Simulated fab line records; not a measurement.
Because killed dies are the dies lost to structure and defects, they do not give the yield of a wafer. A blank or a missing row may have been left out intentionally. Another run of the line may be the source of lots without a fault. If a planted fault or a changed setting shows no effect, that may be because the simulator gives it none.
What tool caused it? | flow n5Finfet | 9 lots with 26 wafers sampled at 3 steps, on a route of 1938 steps

## WHAT THE GAUGES SHOWED, per wafer
N5_BEOL_M12_INSPECT_30: inspects for defects (macro).
lot  | measured     | on               | rawDefectCount
L952 | day 12 10:40 | defectInspect-02 | 1 2 2
L962 | day 15 04:58 | defectInspect-02 | 2 4
L965 | day 15 18:38 | defectInspect-01 | 0 >300 2
L969 | day 15 22:05 | defectInspect-02 | 2 >300 1
L967 | day 16 11:22 | defectInspect-01 | 2 >300 3
L970 | day 17 05:04 | defectInspect-01 | 3 3 3
L971 | day 17 15:57 | defectInspect-01 | 4 0 0
L974 | day 18 07:25 | defectInspect-02 | 6 1 4
L973 | day 18 10:40 | defectInspect-02 | 1 3 2

## WHAT TOOL EACH LOT RAN ON (gives the tool, then ch and the chambers of the sampled wafers, and finally the start)
lot  | N5_BEOL_M12_ETCH_59               | N5_BEOL_M12_VIA_ETCH_16
L952 | rieDiel-02 ch 0,2,3, day 12 09:47 | rieDiel-02 ch 0,2,3, day 12 09:50
L962 | rieDiel-02 ch 0,3, day 15 03:59   | rieDiel-02 ch 0,3, day 15 04:02
L965 | rieDiel-02 ch 1,2,3, day 15 17:46 | rieDiel-02 ch 1,2,3, day 15 17:49
L969 | rieDiel-02 ch 0,2,3, day 15 21:05 | rieDiel-02 ch 0,2,3, day 15 21:08
L967 | rieDiel-02 ch 1,2, day 16 10:24   | rieDiel-02 ch 1,3, day 16 10:27
L970 | rieDiel-06 ch 0,2,3, day 17 04:06 | rieDiel-06 ch 0,2,3, day 17 04:09
L971 | rieDiel-05 ch 1,2,3, day 17 14:59 | rieDiel-05 ch 1,2,3, day 17 15:02
L974 | rieDiel-06 ch 1,2, day 18 06:35   | rieDiel-06 ch 1,2, day 18 06:38
L973 | rieDiel-05 ch 1,2,3, day 18 09:49 | rieDiel-05 ch 1,2,3, day 18 09:52
- N5_BEOL_M12_ETCH_59: etches BARC in N2/H2, target depth 89 nm, overetch 26.7 nm, time 67.9 s.
- N5_BEOL_M12_VIA_ETCH_16: etches SiOC in C4F8/O2/Ar, target depth 724.8 nm.

## WHAT THE TOOLS THEMSELVES READ (means of the sampled wafers that have a number; where no wafer has one, the mark that the record gives instead)
N5_BEOL_M12_ETCH_59.
lot  | tool       | drypumpMotorCurrentA (A) | oesProductAu (a.u.) | rfFwdPowerW (W) | rfVppV (V) | showerheadPlenumPTorr (Torr) | throttleValvePct (%)
L952 | rieDiel-02 | 5.8                      | 0.74                | 834             | 526.3      | 2.61                         | 17.71
L962 | rieDiel-02 | 5.8                      | 0.72                | 836             | 525.8      | 2.62                         | 17.67
L965 | rieDiel-02 | 5.7                      | 0.72                | 834             | 525.3      | 2.56                         | 17.70
L969 | rieDiel-02 | 5.8                      | 0.70                | 834             | 525.4      | 2.59                         | 17.77
L967 | rieDiel-02 | 5.5                      | 0.70                | 833             | 524.5      | 2.53                         | 17.81
L970 | rieDiel-06 | 6.0                      | 0.70                | 833             | 522.9      | 2.51                         | 17.84
L971 | rieDiel-05 | 5.4                      | 0.67                | 834             | 523.3      | 2.52                         | 17.94
L974 | rieDiel-06 | 6.0                      | 0.70                | 832             | 523.2      | 2.55                         | 17.80
L973 | rieDiel-05 | 5.4                      | 0.66                | 831             | 523.2      | 2.52                         | 17.95

N5_BEOL_M12_VIA_ETCH_16.
lot  | tool       | drypumpMotorCurrentA (A) | mfcArSccm (sccm) | oesProductAu (a.u.) | rfFwdPowerW (W) | rfVppV (V) | showerheadPlenumPTorr (Torr) | throttleValvePct (%)
L952 | rieDiel-02 | 5.8                      | 398.8            | 0.79                | 2997            | 667.6      | 3.50                         | 24.07
L962 | rieDiel-02 | 5.8                      | 399.6            | 0.77                | 3006            | 669.6      | 3.50                         | 24.07
L965 | rieDiel-02 | 5.7                      | 400.2            | 0.76                | 2992            | 666.0      | 3.44                         | 24.09
L969 | rieDiel-02 | 5.8                      | 400.8            | 0.74                | 2996            | 667.9      | 3.48                         | 24.11
L967 | rieDiel-02 | 5.5                      | 398.7            | 0.78                | 2985            | 665.0      | 3.42                         | 24.04
L970 | rieDiel-06 | 6.0                      | 399.4            | 0.74                | 2990            | 664.5      | 3.37                         | 24.16
L971 | rieDiel-05 | 5.4                      | 399.5            | 0.71                | 2993            | 664.7      | 3.37                         | 24.14
L974 | rieDiel-06 | 5.9                      | 400.0            | 0.74                | 2992            | 665.6      | 3.41                         | 24.06
L973 | rieDiel-05 | 5.4                      | 399.4            | 0.69                | 2997            | 664.1      | 3.37                         | 24.14

## THE ANSWER, worked out from the rows above alone
Rule: the usual values come from the lots themselves. Put in order of their means at a reading, lots are off if they are a third of the lots or fewer, leave a main group of 4 or more, and stand apart from it by a gap of 3 or more times the standard deviation of the main group's means; of several such gaps the widest counts. Not used: any main group whose means are identical at the precision the tables above print for the reading. A lot without any number at a reading at which 4 lots or more have one is off too. Where the step has rows for the other lots, those lots are counted as sound. First the gauges in route order, then the tools' own readings, where a lot's mean is used as printed above. At the first step where some lot is off, the reading lying furthest off is the one used; lots without a number count as furthest.
No lot is off at any reading shown: from this, nothing can be told.

## WHAT THE SIMULATOR PUT IN
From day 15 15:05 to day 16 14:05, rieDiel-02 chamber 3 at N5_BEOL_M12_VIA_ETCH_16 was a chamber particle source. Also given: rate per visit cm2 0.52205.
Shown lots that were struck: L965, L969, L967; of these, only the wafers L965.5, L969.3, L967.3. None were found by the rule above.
